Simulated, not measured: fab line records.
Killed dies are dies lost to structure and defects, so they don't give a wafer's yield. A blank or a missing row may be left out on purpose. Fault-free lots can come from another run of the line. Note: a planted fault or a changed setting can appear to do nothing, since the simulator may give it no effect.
Which tool is to blame? / flow nandHarc / Sampling: 13 lots, 39 wafers, 5 of 1159 route steps

== WHAT EACH GAUGE READ, for each wafer ==
NHARC_END_SORT_01. Usual: killedAtArray 29, standard deviation 10; killedAtOther 0.7, standard deviation 1.1; killedAtPeriphery 3.2, standard deviation 2.2; killedDies 33, standard deviation 11; killedOpen 3.5, standard deviation 1.8; killedShort 2.0, standard deviation 1.4.
lot=L689; measured=day 22 18:23; on=prober-01; killedAtArray=18 674 13; killedAtOther=0 1 3; killedAtPeriphery=3 2 2; killedDies=21 677 18; killedOpen=2 8 2; killedShort=4 0 0; flag=OFF
lot=L690; measured=day 23 14:08; on=prober-02; killedAtArray=38 673 42; killedAtOther=0 0 0; killedAtPeriphery=1 4 7; killedDies=39 677 49; killedOpen=2 1 9; killedShort=0 1 2; flag=OFF
lot=L694; measured=day 24 14:30; on=prober-02; killedAtArray=47 674 32; killedAtOther=0 2 2; killedAtPeriphery=1 1 1; killedDies=48 677 35; killedOpen=3 3 2; killedShort=1 2 3; flag=OFF

== WHAT TOOL EACH LOT RAN ON (gives the tool, then ch and the chambers of the sampled wafers, and finally the start) ==
lot=L675; NHARC_A_WL_FILL_STRIP_27=plasmaAsher-01 ch 0,1, day 15 15:06; NHARC_A_WL_FILL_ALD_10=aldHk-04 ch 0,1,3, day 15 20:20; NHARC_A_WL_FILL_ETCHBACK_16=rieDiel-11 ch 1,2,3, day 16 06:28 or earlier; NHARC_A_WL_FILL_ALD_19=aldMetal-04 ch 0,1,3, day 16 06:28
lot=L676; NHARC_A_WL_FILL_STRIP_27=plasmaAsher-01 ch 0,1, day 15 17:59; NHARC_A_WL_FILL_ALD_10=aldHk-02 ch 1,3, day 15 20:50; NHARC_A_WL_FILL_ETCHBACK_16=rieDiel-04 ch 0,2,3, day 16 06:34 or earlier; NHARC_A_WL_FILL_ALD_19=aldMetal-03 ch 1,2,3, day 16 06:34
lot=L677; NHARC_A_WL_FILL_STRIP_27=plasmaAsher-02 ch 0,1, day 15 18:03; NHARC_A_WL_FILL_ALD_10=aldHk-04 ch 2,3, day 16 03:03; NHARC_A_WL_FILL_ETCHBACK_16=rieDiel-04 ch 0,1,2, day 16 13:32 or earlier; NHARC_A_WL_FILL_ALD_19=aldMetal-03 ch 0,1,2, day 16 13:32
lot=L682; NHARC_A_WL_FILL_STRIP_27=plasmaAsher-01 ch 0,1, day 16 07:49; NHARC_A_WL_FILL_ALD_10=aldHk-02 ch 0,3, day 16 14:58; NHARC_A_WL_FILL_ETCHBACK_16=rieDiel-04 ch 0,1,2, day 16 23:24 or earlier; NHARC_A_WL_FILL_ALD_19=aldMetal-03 ch 0,1,2, day 16 23:24
lot=L685; NHARC_A_WL_FILL_STRIP_27=plasmaAsher-01 ch 0,1, day 17 22:16; NHARC_A_WL_FILL_ALD_10=aldHk-04 ch 0,2, day 18 04:16; NHARC_A_WL_FILL_ETCHBACK_16=rieDiel-10 ch 1,2, day 18 14:44 or earlier; NHARC_A_WL_FILL_ALD_19=aldMetal-02 ch 0,1, day 18 14:44
lot=L686; NHARC_A_WL_FILL_STRIP_27=plasmaAsher-01 ch 0,1, day 18 01:21; NHARC_A_WL_FILL_ALD_10=aldHk-03 ch 1,3, day 18 08:50; NHARC_A_WL_FILL_ETCHBACK_16=rieDiel-11 ch 0,1,3, day 18 17:37 or earlier; NHARC_A_WL_FILL_ALD_19=aldMetal-04 ch 0,1,2, day 18 17:37
lot=L687; NHARC_A_WL_FILL_STRIP_27=plasmaAsher-02 ch 0,1, day 18 01:22; NHARC_A_WL_FILL_ALD_10=aldHk-04 ch 2,3, day 18 07:53; NHARC_A_WL_FILL_ETCHBACK_16=rieDiel-11 ch 0,2,3, day 18 17:36 or earlier; NHARC_A_WL_FILL_ALD_19=aldMetal-02 ch 0,1, day 18 17:36
lot=L689; NHARC_A_WL_FILL_STRIP_27=plasmaAsher-02 ch 0,1, day 18 05:27; NHARC_A_WL_FILL_ALD_10=aldHk-04 ch 1,2,3, day 18 11:18; NHARC_A_WL_FILL_ETCHBACK_16=rieDiel-10 ch 0,1,3, day 18 21:05 or earlier; NHARC_A_WL_FILL_ALD_19=aldMetal-02 ch 1,2,3, day 18 21:05
lot=L690; NHARC_A_WL_FILL_STRIP_27=plasmaAsher-01 ch 0,1, day 18 15:47; NHARC_A_WL_FILL_ALD_10=aldHk-03 ch 0,3, day 19 01:31; NHARC_A_WL_FILL_ETCHBACK_16=rieDiel-04 ch 0,1,2, day 19 10:11 or earlier; NHARC_A_WL_FILL_ALD_19=aldMetal-02 ch 0,1,3, day 19 10:11
lot=L688; NHARC_A_WL_FILL_STRIP_27=plasmaAsher-02 ch 0,1, day 18 16:48; NHARC_A_WL_FILL_ALD_10=aldHk-04 ch 0,1,3, day 19 00:17; NHARC_A_WL_FILL_ETCHBACK_16=rieDiel-04 ch 1,2,3, day 19 10:09 or earlier; NHARC_A_WL_FILL_ALD_19=aldMetal-04 ch 0,2,3, day 19 10:09
lot=L694; NHARC_A_WL_FILL_STRIP_27=plasmaAsher-01 ch 0,1, day 19 18:25; NHARC_A_WL_FILL_ALD_10=aldHk-02 ch 0,1,2, day 19 23:53; NHARC_A_WL_FILL_ETCHBACK_16=rieDiel-11 ch 0,2, day 20 10:11 or earlier; NHARC_A_WL_FILL_ALD_19=aldMetal-02 ch 0,2, day 20 10:11
lot=L696; NHARC_A_WL_FILL_STRIP_27=plasmaAsher-02 ch 0,1, day 20 11:52; NHARC_A_WL_FILL_ALD_10=aldHk-02 ch 1,2,3, day 20 17:38; NHARC_A_WL_FILL_ETCHBACK_16=rieDiel-04 ch 0,1,2, day 21 03:37 or earlier; NHARC_A_WL_FILL_ALD_19=aldMetal-04 ch 1,2,3, day 21 03:37
lot=L697; NHARC_A_WL_FILL_STRIP_27=plasmaAsher-02 ch 0,1, day 20 23:43; NHARC_A_WL_FILL_ALD_10=aldHk-04 ch 0,1,2, day 21 08:31; NHARC_A_WL_FILL_ETCHBACK_16=rieDiel-04 ch 1,3, day 21 18:02 or earlier; NHARC_A_WL_FILL_ALD_19=aldMetal-03 ch 0,1,2, day 21 18:02
- NHARC_A_WL_FILL_STRIP_27: strips in N2/H2, time 20 s.
- NHARC_A_WL_FILL_ALD_10: deposits SiO2, target thk 50 nm, pulse time 10 s, ald cycles 500.
- NHARC_A_WL_FILL_ETCHBACK_16: etches the open film in C4F8/O2/Ar, target depth 88 nm, time 17.6 s.
- NHARC_A_WL_FILL_ALD_19: deposits TiN, target thk 2 nm, pulse time 3 s, ald cycles 100.

== WHAT THE TOOLS THEMSELVES READ (means of the sampled wafers that have a number; where no wafer has one, the mark that the record gives instead) ==
NHARC_A_WL_FILL_STRIP_27. Usual: drypumpMotorCurrentA 5.7 A, standard deviation 0.45; heaterPowerW 323 W, standard deviation 18.
lot=L675; tool=plasmaAsher-01; drypumpMotorCurrentA (A)=5.7; heaterPowerW (W)=308; flag=
lot=L676; tool=plasmaAsher-01; drypumpMotorCurrentA (A)=5.7; heaterPowerW (W)=312; flag=
lot=L677; tool=plasmaAsher-02; drypumpMotorCurrentA (A)=5.7; heaterPowerW (W)=330; flag=
lot=L682; tool=plasmaAsher-01; drypumpMotorCurrentA (A)=5.4; heaterPowerW (W)=314; flag=
lot=L685; tool=plasmaAsher-01; drypumpMotorCurrentA (A)=5.7; heaterPowerW (W)=311; flag=
lot=L686; tool=plasmaAsher-01; drypumpMotorCurrentA (A)=5.4; heaterPowerW (W)=317; flag=
lot=L687; tool=plasmaAsher-02; drypumpMotorCurrentA (A)=6.0; heaterPowerW (W)=336; flag=
lot=L689; tool=plasmaAsher-02; drypumpMotorCurrentA (A)=5.7; heaterPowerW (W)=325; flag=
lot=L690; tool=plasmaAsher-01; drypumpMotorCurrentA (A)=5.7; heaterPowerW (W)=313; flag=
lot=L688; tool=plasmaAsher-02; drypumpMotorCurrentA (A)=5.7; heaterPowerW (W)=328; flag=
lot=L694; tool=plasmaAsher-01; drypumpMotorCurrentA (A)=5.7; heaterPowerW (W)=316; flag=
lot=L696; tool=plasmaAsher-02; drypumpMotorCurrentA (A)=6.0; heaterPowerW (W)=335; flag=
lot=L697; tool=plasmaAsher-02; drypumpMotorCurrentA (A)=5.7; heaterPowerW (W)=325; flag=

NHARC_A_WL_FILL_ALD_10. Usual: heaterPowerW 466 W, standard deviation 35; precursorPulseHeightRel 1.000, standard deviation 0.019.
lot=L675; tool=aldHk-04; heaterPowerW (W)=455; precursorPulseHeightRel=0.996; flag=
lot=L676; tool=aldHk-02; heaterPowerW (W)=467; precursorPulseHeightRel=0.997; flag=
lot=L677; tool=aldHk-04; heaterPowerW (W)=444; precursorPulseHeightRel=0.998; flag=
lot=L682; tool=aldHk-02; heaterPowerW (W)=464; precursorPulseHeightRel=0.997; flag=
lot=L685; tool=aldHk-04; heaterPowerW (W)=451; precursorPulseHeightRel=1.011; flag=
lot=L686; tool=aldHk-03; heaterPowerW (W)=494; precursorPulseHeightRel=1.012; flag=
lot=L687; tool=aldHk-04; heaterPowerW (W)=437; precursorPulseHeightRel=0.999; flag=
lot=L689; tool=aldHk-04; heaterPowerW (W)=445; precursorPulseHeightRel=1.006; flag=
lot=L690; tool=aldHk-03; heaterPowerW (W)=476; precursorPulseHeightRel=1.002; flag=
lot=L688; tool=aldHk-04; heaterPowerW (W)=453; precursorPulseHeightRel=1.004; flag=
lot=L694; tool=aldHk-02; heaterPowerW (W)=508; precursorPulseHeightRel=0.980; flag=
lot=L696; tool=aldHk-02; heaterPowerW (W)=490; precursorPulseHeightRel=1.019; flag=
lot=L697; tool=aldHk-04; heaterPowerW (W)=458; precursorPulseHeightRel=0.989; flag=

NHARC_A_WL_FILL_ETCHBACK_16. Usual: oesProductAu 1.001 a.u., standard deviation 0.0098; rfVppV 723 V, standard deviation 5.
lot=L675; tool=rieDiel-11; oesProductAu (a.u.)=0.996; rfVppV (V)=723; flag=
lot=L676; tool=rieDiel-04; oesProductAu (a.u.)=0.999; rfVppV (V)=724; flag=
lot=L677; tool=rieDiel-04; oesProductAu (a.u.)=0.994; rfVppV (V)=723; flag=
lot=L682; tool=rieDiel-04; oesProductAu (a.u.)=1.009; rfVppV (V)=723; flag=
lot=L685; tool=rieDiel-10; oesProductAu (a.u.)=0.991; rfVppV (V)=730; flag=
lot=L686; tool=rieDiel-11; oesProductAu (a.u.)=1.009; rfVppV (V)=723; flag=
lot=L687; tool=rieDiel-11; oesProductAu (a.u.)=1.005; rfVppV (V)=722; flag=
lot=L689; tool=rieDiel-10; oesProductAu (a.u.)=1.006; rfVppV (V)=725; flag=
lot=L690; tool=rieDiel-04; oesProductAu (a.u.)=1.009; rfVppV (V)=724; flag=
lot=L688; tool=rieDiel-04; oesProductAu (a.u.)=0.999; rfVppV (V)=721; flag=
lot=L694; tool=rieDiel-11; oesProductAu (a.u.)=1.000; rfVppV (V)=717; flag=
lot=L696; tool=rieDiel-04; oesProductAu (a.u.)=0.997; rfVppV (V)=724; flag=
lot=L697; tool=rieDiel-04; oesProductAu (a.u.)=1.014; rfVppV (V)=720; flag=

NHARC_A_WL_FILL_ALD_19. Usual: heaterPowerW 1076 W, standard deviation 84; precursorPulseHeightRel 0.999, standard deviation 0.02.
lot=L675; tool=aldMetal-04; heaterPowerW (W)=1092; precursorPulseHeightRel=0.999; flag=
lot=L676; tool=aldMetal-03; heaterPowerW (W)=1062; precursorPulseHeightRel=1.003; flag=
lot=L677; tool=aldMetal-03; heaterPowerW (W)=1051; precursorPulseHeightRel=0.987; flag=
lot=L682; tool=aldMetal-03; heaterPowerW (W)=1056; precursorPulseHeightRel=0.995; flag=
lot=L685; tool=aldMetal-02; heaterPowerW (W)=1042; precursorPulseHeightRel=0.994; flag=
lot=L686; tool=aldMetal-04; heaterPowerW (W)=1107; precursorPulseHeightRel=1.010; flag=
lot=L687; tool=aldMetal-02; heaterPowerW (W)=1053; precursorPulseHeightRel=1.014; flag=
lot=L689; tool=aldMetal-02; heaterPowerW (W)=1055; precursorPulseHeightRel=1.005; flag=
lot=L690; tool=aldMetal-02; heaterPowerW (W)=1042; precursorPulseHeightRel=1.001; flag=
lot=L688; tool=aldMetal-04; heaterPowerW (W)=1115; precursorPulseHeightRel=1.015; flag=
lot=L694; tool=aldMetal-02; heaterPowerW (W)=1069; precursorPulseHeightRel=1.001; flag=
lot=L696; tool=aldMetal-04; heaterPowerW (W)=1035; precursorPulseHeightRel=0.990; flag=
lot=L697; tool=aldMetal-03; heaterPowerW (W)=1060; precursorPulseHeightRel=1.009; flag=

== THE ANSWER, worked out from the rows above alone ==
Rule: lot off if the mean of its wafers having a number is beyond 3 standard deviations from the usual mean. A lot without any number at a reading at which 4 lots or more have one is off too. Where the step has rows for the other lots, those lots are counted as sound. The gauges are gone through in route order, then the tools' own readings, and for those a lot's mean is taken as printed above. The first step at which some lot is off is used, and at that step the reading that is off furthest; a lot without a number counts as furthest.
Off: L689, L690, L694 (NHARC_END_SORT_01, killedAtArray). Neither off nor sound, because the step has no rows for them: L675, L676, L677, L682, L685, L686, L687, L688, L696, L697.
A tool fits if, at a process step before that reading, it ran every lot that is off, and no sound lot after the first of them. Those tools and the gauges at NHARC_END_SORT_01 are tried in the same way. Because NHARC_A_WL_FILL_ETCHBACK_16 lacks a start for some lots, the hours and order of its lots are taken from NHARC_A_WL_FILL_ALD_19. One fits: NHARC_A_WL_FILL_ALD_19 on aldMetal-02. It ran no sound lot before its first lot that is off in this sample, so the start can't be narrowed down.

== WHAT HAD BEEN PUT IN BY THE SIMULATOR ==
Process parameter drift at NHARC_A_WL_FILL_ALD_19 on aldMetal-02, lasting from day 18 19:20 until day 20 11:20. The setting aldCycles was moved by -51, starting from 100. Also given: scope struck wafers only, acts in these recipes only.
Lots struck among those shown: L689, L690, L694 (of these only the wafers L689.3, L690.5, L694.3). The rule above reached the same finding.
